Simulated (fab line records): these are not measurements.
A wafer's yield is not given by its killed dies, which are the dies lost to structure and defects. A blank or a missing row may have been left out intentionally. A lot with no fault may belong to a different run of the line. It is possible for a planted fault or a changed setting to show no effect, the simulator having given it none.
A lot that was struck, set against a sound lot :: flow n5 finfet :: 33 out of 1938 route steps
Sound: these wafers, L111.1, L111.4, L111.6. Wafers L107.1, L107.3, L107.6 were the ones struck. At the end, the cause is stated.
Order at every step that has rows: each side's tool, ch and its chambers, its first start. Under that, the readings that differ: sound wafers :: struck wafers :: difference of the means :: sigmas: that difference in standard deviations of wafers without a fault.
alike: readings whose means differ by less than 2 such deviations, and words and numbers that are the same on both sides. not compared: withheld readings, readings that some wafer has no value for, bounds like >300 that may hide the same value, and numbers for which the record gives no deviation and whose values overlap.
A row with sigmas, a row that says differs or no value, or rows on one side alone: a step with any of these is where the two part. When numbers do not overlap yet have no deviation, they are printed without sigmas and do not part them. Lack of a reading on every wafer of one side parts them only where that side has two or more wafers.

first, 10 steps without rows for these wafers: N5_SD_EPI_P_PRECLEAN_51 (cleans in NF3:NH3, afs cycles 1, time 20 s, sublimation time 60 s); N5_SD_EPI_P_VAPOR_ETCH_44 (etches SiGe30 in NF3/Ar, time 3.3 s); N5_SD_EPI_P_EPI_21 (deposits SiGe:B, time 355 s); N5_SD_EPI_P_HM_STRIP_48 (strips SiNx in H3PO4, material SiNx, target depth 3 nm); N5_SD_EPI_P_SRD_49 (time 30 s); N5_SD_EPI_P_PRECLEAN_24 (cleans in O3/DIW, time 45 s); N5_SD_EPI_P_PRECLEAN_32 (cleans in dHF, time 10 s); N5_SD_EPI_P_PRECLEAN_33 (cleans in SC2, time 45 s); N5_SD_EPI_P_SRD_25 (time 30 s); N5_SD_ACTIVATION_RTA_00 (time 0 s).
N5_SD_ACTIVATION_LSA_01: time 0.0008 s.
  sound on laser anneal-02 ch 0, day 9 04:08; struck on laser anneal-01 ch 0, day 8 03:29
reading: wafer_temp_C_max
sound: 1085.6 1087.4 1084.8
struck: 1162.5 1163.4 1163.8
difference: +77.3
sigmas: +64
N5_SD_ACTIVATION_RS_MEAS_03: measurement is done with a four-point probe.
  sound: film metro-02 at day 9 04:20; struck: film metro-01 at day 8 03:41
reading: RS_SD_N (ohm/sq)
sound: 22.07 22.08 21.98
struck: 15.23 15.56 15.27
difference: -6.69
sigmas: -26

reading: RS_SD_P (ohm/sq)
sound: 55.9 55.9 55.7
struck: 68.0 67.6 65.8
difference: +11.3
sigmas: +12
then, 19 steps without rows for these wafers: N5_ILD0_LINER_00 (material SiNx, target thk 4 nm, pulse time 1 s, purge time 2 s); N5_ILD0_FCVD_FILL_01 (material SiO2 flowable, target thk 200 nm, time 328.3 s); N5_ILD0_CURE_02 (time 1800 s); N5_ILD0_CMP_03 (polishes, stops on SiNx, t overpolish 1.9 s, target thk 197.38 nm); N5_ILD0_CMP_07 (polishes SiO2 flowable, stops on poly-Si, t overpolish 1.18 s, target thk 138.88 nm); N5_ILD0_PRECLEAN_10 (cleans in NF3:NH3, afs cycles 5, time 20 s, sublimation time 60 s); N5_ILD0_ALD_15 (deposits SiNx, target thk 24 nm, pulse time 1 s, ald cycles 480); N5_ILD0_CMP_12 (polishes SiNx, stops on poly-Si, t overpolish 6 s, target thk 17.67 nm); N5_SDB_HM_DEP_00 (deposits SiNx from SiH4/NH3/N2, target thk 40 nm, time 35.3 s); N5_SDB_COAT_03 (time 60 s, resist thk 100 nm); N5_SDB_COAT_04 (time 60 s, resist thk 18 nm); N5_SDB_COAT_05 (resist thk 90 nm); N5_SDB_EBR_07; N5_SDB_SOFTBAKE_06 (time 60 s); N5_SDB_EXPOSE_08 (exposes mask SDB); N5_SDB_PEB_09 (peb time 60 s); N5_SDB_DEVELOP_10 (develop time 30 s); N5_SDB_DESCUM_16 (chemistry O2, time 7.9 s); N5_SDB_ETCH_17 (etches SiARC in CF4, target depth 23.4 nm, time 39 s).
-- the record jumps here: 4 days lie between the struck wafers' starts before and after (it left off in module SDB and takes up again in module BEOL_M4, whose first step shown is number 1111 of the route) --
N5_BEOL_M4_RC_MEAS_101:
  sound on prober-01 ch 0, day 14 04:59; struck on prober-02 ch 0, day 12 11:07
reading: DIBL_P (mV/V)
sound: 34.2 34.1 36.2
struck: 50.4 48.5 47.8
difference: +14.1
sigmas: +6

reading: IOFF_P (nA/um)
sound: 0.17 0.18 0.20
struck: 0.40 0.39 0.36
difference: +0.20
sigmas: +5

reading: IOFF_P_85C (nA/um)
sound: 3.1 3.2 3.6
struck: 6.3 6.1 5.7
difference: +2.7
sigmas: +5

reading: IOFF_P_LONG (nA/um)
sound: 9.9e-05 9.5e-05 0.000102
struck: 0.001102 0.001192 0.001214
difference: +0.001071
sigmas: +99 or more

reading: ION_P (uA/um)
sound: 461 458 463
struck: 400 415 410
difference: -52
sigmas: -7

reading: RC_DENSE_N (ohm.um)
sound: 19.3 19.1 18.4
struck: 12.8 13.3 13.1
difference: -5.9
sigmas: -12

reading: RC_DENSE_P (ohm.um)
sound: 23.9 23.6 23.1
struck: 31.8 32.9 32.4
difference: +8.8
sigmas: +15

reading: RC_N (ohm.um)
sound: 15.7 15.5 15.1
struck: 10.4 10.9 10.8
difference: -4.7
sigmas: -13

reading: RC_P (ohm.um)
sound: 19.6 19.3 18.7
struck: 25.7 26.9 26.5
difference: +7.2
sigmas: +15

reading: REXT_N (ohm.um)
sound: 74.9 75.4 74.6
struck: 61.6 62.7 61.8
difference: -12.9
sigmas: -9

reading: RS_SD_N (ohm/sq)
sound: 28.4 28.3 28.3
struck: 20.6 20.9 20.3
difference: -7.7
sigmas: -19

reading: RS_SD_P (ohm/sq)
sound: 66.1 65.9 65.3
struck: 79.9 79.8 77.9
difference: +13.4
sigmas: +12

reading: SS_P (mV/dec)
sound: 73.4 73.5 74.2
struck: 75.5 75.6 75.5
difference: +1.8
sigmas: +3
  alike: DIBL_N, IOFF_N, ION_N, SS_N, VT_N, VT_P
-- record jumps: 5 days separate the struck wafers' starts on either side; left off in module BEOL_M4, taken up again in module PASSIVATION, whose first shown step is the route's number 1936 --
N5_PASSIVATION_PROBE_49:
  sound: prober-01 at day 19 05:07; struck: prober-01 at day 17 17:04
reading: killed at other
sound: 1 1 0
struck: 14 4 6
difference: +7
sigmas: +2

reading: killed short
sound: 24 34 18
struck: 50 40 37
difference: +17
sigmas: +2

reading: sort_bin_8_speed (%)
sound: 0 0 0
struck: 88.05 88.73 91.44
difference: +89.41
sigmas: 

reading: sort n pass
sound: 1105 1079 1095
struck: 0 16 1
difference: -1087
sigmas: -60

reading: sort yield pct (%)
sound: 93.6 91.4 92.8
struck: 0 1.4 0.1
difference: -92
sigmas: -61
  alike: defect limited yield, killed_at_M0_to_M3, killed_at_M4_up, killed at contacts, killed at front end, killed dies, killed open, sort_bin_5_function, sort_bin_6_memory
  not compared: sort_bin_4_leakage

## WHERE THEY PART
Earliest at N5_SD_ACTIVATION_LSA_01; latest, in this record, at N5_PASSIVATION_PROBE_49.

WHY: what had been put in by the simulator
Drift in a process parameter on laser anneal-01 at N5_SD_ACTIVATION_LSA_01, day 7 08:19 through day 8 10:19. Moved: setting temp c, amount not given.
